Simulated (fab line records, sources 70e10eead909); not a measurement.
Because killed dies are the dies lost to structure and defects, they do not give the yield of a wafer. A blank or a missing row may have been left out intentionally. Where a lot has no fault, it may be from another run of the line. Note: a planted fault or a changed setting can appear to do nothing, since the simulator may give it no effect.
A lot that was struck, set against a sound lot	flow nandHarc	14 out of 1159 route steps
Sound: these wafers, L392.2, L392.3, L392.6. Struck: wafers L397.2, L397.3, L397.6. The cause is named last.
Order at every step that has rows: each side's tool, ch and its chambers, its first start. Under that, the readings that differ: sound wafers	struck wafers	difference of the means	sigmas: that difference in standard deviations of wafers without a fault.
alike: words and numbers the same on both sides, and readings whose means are apart by under 2 such deviations; not compared: readings that were withheld, readings missing a value for some wafer, numbers with overlapping values and no deviation given by the record, and bounds like >300 which may hide the same value.
The two part at a step that has a row with sigmas, a row that says differs or no value, or rows on one side only. Numbers that don't overlap but have no deviation are shown without sigmas and don't part them. A reading missing from all wafers of one side parts the sides only when that side holds two or more wafers.

NHARC_A_WL_FILL_STRIP_27: strips in N2/H2, time 20 s.
  sound on plasmaAsher-01 ch 0,1, day 16 05:25; struck on plasmaAsher-01 ch 0,1, day 17 16:08
  alike: drypumpMotorCurrentA, heaterPowerW
  not compared: rfHoursCounterH
then, 5 steps without rows for these wafers: NHARC_A_WL_FILL_STRIP_28 (strips in post etch residue remover, time 1200 s); NHARC_A_WL_FILL_PRECLEAN_06 (cleans in DIW, time 300 s); NHARC_A_WL_FILL_SRD_07; NHARC_A_WL_FILL_ANNEAL_08 (time 1800 s); NHARC_A_WL_FILL_ALD_10 (deposits SiO2, target thk 50 nm, pulse time 10 s, ald cycles 500).
NHARC_A_WL_FILL_ETCHBACK_16: etches the open film in C4F8/O2/Ar, target depth 88 nm, time 17.6 s.
  sound on rieDiel-04 ch 1,3; struck on rieDiel-09 ch 0,1,2
  alike: oesProductAu, rfVppV
  not compared: rfHoursCounterH
NHARC_A_WL_FILL_STRIP_29: strips in O2, time 20 s.
  sound on rieDiel-04 ch 2,3, day 16 15:38; struck on rieDiel-09 ch 0,1,2, day 18 03:54
  alike: drypumpMotorCurrentA, oesProductAu, rfVppV, showerheadPlenumPTorr, throttleValvePct
  not compared: rfHoursCounterH
NHARC_A_WL_FILL_ETCHBACK_17: etches the open film in Cl2/BCl3, target depth 4 nm, time 26.7 s.
  sound on rieMetal-01 ch 0,1, day 16 15:43; struck on rieMetal-03 ch 0,1, day 18 04:00
  alike: drypumpMotorCurrentA, oesProductAu
  not compared: rfHoursCounterH
then, 2 steps without rows for these wafers: NHARC_A_WL_FILL_PRECLEAN_18 (cleans in dHF, time 30 s); NHARC_A_WL_FILL_SRD_21.
NHARC_A_WL_FILL_CVD_23: deposits poly-Si, target thk 40 nm, time 800 s.
  sound on lpcvdPoly-03 ch 0, day 16 18:11; struck on lpcvdPoly-04 ch 0, day 18 06:47
reading	sound	struck	difference	sigmas
runLengthS (s)	801.84 801.84 801.84	1048.0 1048.0 1048.0	+246.2	+99 or more
NHARC_A_WL_FILL_ETCHBACK_26: etches the open film in HBr, target depth 52 nm, time 13.3 s.
  sound on rieSi-03 ch 2,3, day 16 20:45; struck on rieSi-01 ch 1,3, day 18 09:21
  alike: drypumpMotorCurrentA, oesProductAu, throttleValvePct
  not compared: rfHoursCounterH
-- the record jumps here: 3 days lie between the struck wafers' starts before and after (it left off in module A_WL_FILL and takes up again in module END, whose first step shown is number 1159 of the route) --
NHARC_END_SORT_01:
  the record has rows for the struck wafers here (prober-01 ch 0, day 21 19:08) and none for the sound ones

## WHERE THEY PART
First at NHARC_A_WL_FILL_CVD_23; last, within this record, at NHARC_END_SORT_01.

WHY: what the simulator had put in
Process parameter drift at NHARC_A_WL_FILL_CVD_23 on lpcvdPoly-04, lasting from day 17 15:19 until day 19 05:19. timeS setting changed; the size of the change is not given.
